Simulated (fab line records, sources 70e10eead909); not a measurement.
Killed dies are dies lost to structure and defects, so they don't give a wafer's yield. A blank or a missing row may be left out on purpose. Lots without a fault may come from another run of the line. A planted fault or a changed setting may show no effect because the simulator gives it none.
Which tool did it? | flow nand_harc | 12 lots, 36 wafers sampled, at 4 steps of a route of 1302

WHAT THE GAUGES READ, wafer by wafer
The record holds no reading of a measuring or inspecting step that can be judged against a usual standard deviation.

WHICH TOOL RAN EACH LOT (tool, then ch and the chambers of the sampled wafers, then the start)
lot  | NHARC_A_SLIT_DESCUM_14             | NHARC_A_WL_FILL_STRIP_27             | NHARC_A_WL_FILL_ETCHBACK_17       | NHARC_A_CONTACT_DEP_28
L864 | rie_diel-12 ch 0,1, day 20 17:39   | plasma_asher-01 ch 0,1, day 21 08:23 | rie_metal-01 ch 0,1, day 21 18:10 | acl_dep-02 ch 0, day 22 05:47
L861 | rie_diel-06 ch 0,1,2, day 20 18:15 | plasma_asher-02 ch 0, day 21 11:52   | rie_metal-02 ch 0,1, day 21 22:05 | acl_dep-01 ch 0, day 22 06:10
L862 | rie_diel-06 ch 1,2,3, day 20 23:45 | plasma_asher-01 ch 0,1, day 21 17:46 | rie_metal-01 ch 0,1, day 22 03:25 | acl_dep-02 ch 0, day 22 11:10
L863 | rie_diel-12 ch 0,1, day 21 05:30   | plasma_asher-01 ch 0,1, day 22 00:13 | rie_metal-01 ch 0,1, day 22 10:25 | acl_dep-02 ch 0, day 22 18:11
L865 | rie_diel-05 ch 1,2,3, day 21 20:17 | plasma_asher-02 ch 0,1, day 22 10:50 | rie_metal-01 ch 0,1, day 22 22:07 | acl_dep-01 ch 0, day 23 06:27
L867 | rie_diel-06 ch 1,2, day 22 04:30   | plasma_asher-02 ch 0,1, day 22 21:51 | rie_metal-03 ch 0,1, day 23 10:21 | acl_dep-03 ch 0, day 23 20:29
L876 | rie_diel-12 ch 1,2,3, day 25 22:14 | plasma_asher-01 ch 0,1, day 26 12:52 | rie_metal-01 ch 0,1, day 26 23:49 | acl_dep-03 ch 0, day 27 07:55
L877 | rie_diel-06 ch 0,2, day 27 04:35   | plasma_asher-02 ch 0,1, day 27 22:11 | rie_metal-01 ch 0,1, day 28 09:26 | acl_dep-01 ch 0, day 28 17:56
L879 | rie_diel-12 ch 1,2,3, day 27 18:00 | plasma_asher-02 ch 0,1, day 28 08:43 | rie_metal-01 ch 0,1, day 28 18:27 | acl_dep-02 ch 0, day 29 02:34
L880 | rie_diel-12 ch 0,1,3, day 27 22:25 | plasma_asher-02 ch 0,1, day 28 13:19 | rie_metal-02 ch 0,1, day 28 23:08 | acl_dep-02 ch 0, day 29 08:38
L884 | rie_diel-05 ch 1,2, day 29 06:32   | plasma_asher-01 ch 0,1, day 29 21:08 | rie_metal-01 ch 0,1, day 30 07:22 | acl_dep-03 ch 0, day 30 17:44
L883 | rie_diel-06 ch 0,1,3, day 29 17:25 | plasma_asher-01 ch 0,1, day 30 11:06 | rie_metal-02 ch 0,1, day 30 20:58 | acl_dep-03 ch 0, day 31 05:13
- NHARC_A_SLIT_DESCUM_14: chemistry O2, time 3 s.
- NHARC_A_WL_FILL_STRIP_27: strips in N2/H2, time 20 s.
- NHARC_A_WL_FILL_ETCHBACK_17: etches the open film in Cl2/BCl3, target depth 4 nm, time 26.7 s.
- NHARC_A_CONTACT_DEP_28: deposits aC, target thk 7000 nm.

WHAT THE TOOLS THEMSELVES READ (means of the sampled wafers that have a number; where no wafer has one, the mark that the record gives instead)
NHARC_A_SLIT_DESCUM_14.
lot  | tool        | drypump_motor_current_A (A) | oes_product_au (a.u.) | rf_vpp_V (V) | showerhead_plenum_p_Torr (Torr) | throttle_valve_pct (%)
L864 | rie_diel-12 | 5.8                         | 1.005                 | 57.4         | 1.98                            | 11.315
L861 | rie_diel-06 | 5.4                         | 1.006                 | 58.3         | 1.88                            | 11.314
L862 | rie_diel-06 | 5.4                         | 1.009                 | 58.4         | 1.90                            | 11.304
L863 | rie_diel-12 | 5.9                         | 1.007                 | 58.1         | 2.01                            | 11.314
L865 | rie_diel-05 | 6.0                         | 1.007                 | 57.9         | 1.94                            | 11.308
L867 | rie_diel-06 | 5.2                         | 1.000                 | 57.6         | 1.87                            | 11.310
L876 | rie_diel-12 | 6.1                         | 1.002                 | 57.9         | 1.92                            | 11.311
L877 | rie_diel-06 | 5.5                         | 0.999                 | 57.6         | 1.89                            | 11.318
L879 | rie_diel-12 | 6.1                         | 0.997                 | 57.5         | 1.91                            | 11.304
L880 | rie_diel-12 | 6.1                         | 1.004                 | 58.4         | 2.00                            | 11.309
L884 | rie_diel-05 | 5.8                         | 1.007                 | 58.3         | 1.89                            | 11.321
L883 | rie_diel-06 | 5.4                         | 0.991                 | 57.4         | 1.96                            | 11.313

NHARC_A_WL_FILL_STRIP_27.
lot  | tool            | drypump_motor_current_A (A) | heater_power_w (W)
L864 | plasma_asher-01 | 6.05                        | 295
L861 | plasma_asher-02 | 5.49                        | 333
L862 | plasma_asher-01 | 6.00                        | 330
L863 | plasma_asher-01 | 6.00                        | 322
L865 | plasma_asher-02 | 5.70                        | 333
L867 | plasma_asher-02 | 5.70                        | 321
L876 | plasma_asher-01 | 6.00                        | 322
L877 | plasma_asher-02 | 5.59                        | 320
L879 | plasma_asher-02 | 5.59                        | 319
L880 | plasma_asher-02 | 5.69                        | 319
L884 | plasma_asher-01 | 6.00                        | 320
L883 | plasma_asher-01 | 6.05                        | 307

NHARC_A_WL_FILL_ETCHBACK_17.
lot  | tool         | drypump_motor_current_A (A) | oes_product_au (a.u.) | run_length_s (s)
L864 | rie_metal-01 | 5.7                         | 0.985                 | 48.6
L861 | rie_metal-02 | 5.6                         | 1.000                 | 48.2
L862 | rie_metal-01 | 6.0                         | 0.982                 | 48.3
L863 | rie_metal-01 | 5.8                         | 0.982                 | 45.6
L865 | rie_metal-01 | 6.1                         | 0.994                 | 42.0
L867 | rie_metal-03 | 5.9                         | 1.003                 | 48.2
L876 | rie_metal-01 | 5.8                         | 1.000                 | 48.5
L877 | rie_metal-01 | 6.0                         | 1.001                 | 48.4
L879 | rie_metal-01 | 6.0                         | 0.999                 | 48.4
L880 | rie_metal-02 | 5.9                         | 0.990                 | 48.3
L884 | rie_metal-01 | 5.8                         | 1.002                 | 48.7
L883 | rie_metal-02 | 5.9                         | 1.000                 | 48.3

NHARC_A_CONTACT_DEP_28.
lot  | tool       | throttle_valve_pct (%)
L864 | acl_dep-02 | 34.998
L861 | acl_dep-01 | 35.000
L862 | acl_dep-02 | 34.992
L863 | acl_dep-02 | 34.992
L865 | acl_dep-01 | 34.996
L867 | acl_dep-03 | 34.998
L876 | acl_dep-03 | 34.998
L877 | acl_dep-01 | 34.992
L879 | acl_dep-02 | 35.004
L880 | acl_dep-02 | 35.010
L884 | acl_dep-03 | 34.995
L883 | acl_dep-03 | 34.996

THE ANSWER, worked out from the rows above alone
Rule: what is usual is taken from the lots themselves. Put in order of their means at a reading, lots are off if they are a third of the lots or fewer, leave a main group of 4 or more, and stand apart from it by a gap of 3 or more times the standard deviation of the main group's means; of several such gaps the widest counts. A main group whose means are all the same, to the digits that the tables above print for the reading, isn't used. A lot without any number at a reading at which 4 lots or more have one is off too. The other lots that the step has rows for count as sound. The gauges are gone through in route order, then the tools' own readings, and for those a lot's mean is taken as printed above. The first step at which some lot is off is used, and at that step the reading that is off furthest; a lot without a number counts as furthest.
Off: L863, L865, at NHARC_A_WL_FILL_ETCHBACK_17 (run_length_s). The main group: mean 48.4 s, standard deviation 0.16.
A tool fits if, at that step or a process step before it, it ran every lot that is off, and no sound lot after the first of them. None of those tried fits.

WHAT THE SIMULATOR HAD PUT IN
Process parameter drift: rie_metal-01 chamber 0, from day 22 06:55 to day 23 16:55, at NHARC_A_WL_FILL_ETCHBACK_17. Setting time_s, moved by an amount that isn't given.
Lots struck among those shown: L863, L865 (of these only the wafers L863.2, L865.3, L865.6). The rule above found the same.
